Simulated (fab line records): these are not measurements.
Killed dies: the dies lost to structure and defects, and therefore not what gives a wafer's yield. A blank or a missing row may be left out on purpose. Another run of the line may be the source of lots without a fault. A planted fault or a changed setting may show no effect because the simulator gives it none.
Chamber matching | flow n5 finfet | N5_FIN_SAQP_MANDREL1_REMOVE_56 on rie si-03 has 4 sister chambers
The step chemistry HBr/Cl2/O2, target a-Si, stops on SiNx, bt time 10 s. 8 wafers are shown with their chamber, then 7 later ones without.

## WAFERS, EACH WITH ITS CHAMBER
wafer  | chamber | throttle valve pct (%) | drypump motor current A (A)
L084.2 | 3       | 36.82                  | 5.10
L086.4 | 2       | 35.98                  | 5.55
L086.6 | 0       | 37.09                  | 5.97
L088.2 | 2       | 35.98                  | 5.53
L088.5 | 3       | 36.84                  | 5.12
L088.6 | 0       | 37.11                  | 5.97
L089.4 | 1       | 36.51                  | 5.21
L089.5 | 1       | 36.49                  | 5.15

## WAFERS WITHOUT THEIR CHAMBER
wafer  | throttle valve pct (%) | drypump motor current A (A)
L089.6 | 35.98                  | 5.56
L095.1 | 37.08                  | 5.97
L095.2 | 35.97                  | 5.49
L095.4 | 36.48                  | 5.17
L096.2 | 35.97                  | 5.56
L096.3 | 36.84                  | 5.10
L096.5 | 37.06                  | 5.98

## EACH ONE'S CHAMBER
wafer  | from the rows above | in truth
L089.6 | 2                   | 2
L095.1 | 0                   | 0
L095.2 | 2                   | 2
L095.4 | 1                   | 1
L096.2 | 2                   | 2
L096.3 | 3                   | 3
L096.5 | 0                   | 0
7 of 7 placed correctly. Left unplaced by these rows: 0. Number placed wrongly: 0.
How it was worked out, from the rows above alone: a wafer's distance from a chamber is the root of the sum, over the readings, of the square of ((its reading less the chamber's mean) divided by the reading's scatter). If the next closest chamber is less than 2 further off than the closest, the wafer can't be placed; otherwise it belongs to the closest. For every chamber, the mean is computed from those of its wafers that are shown. The scatter is the square root of a quotient: the sum, over the shown wafers, of each reading's squared deviation from its chamber's mean, divided by wafers minus chambers.
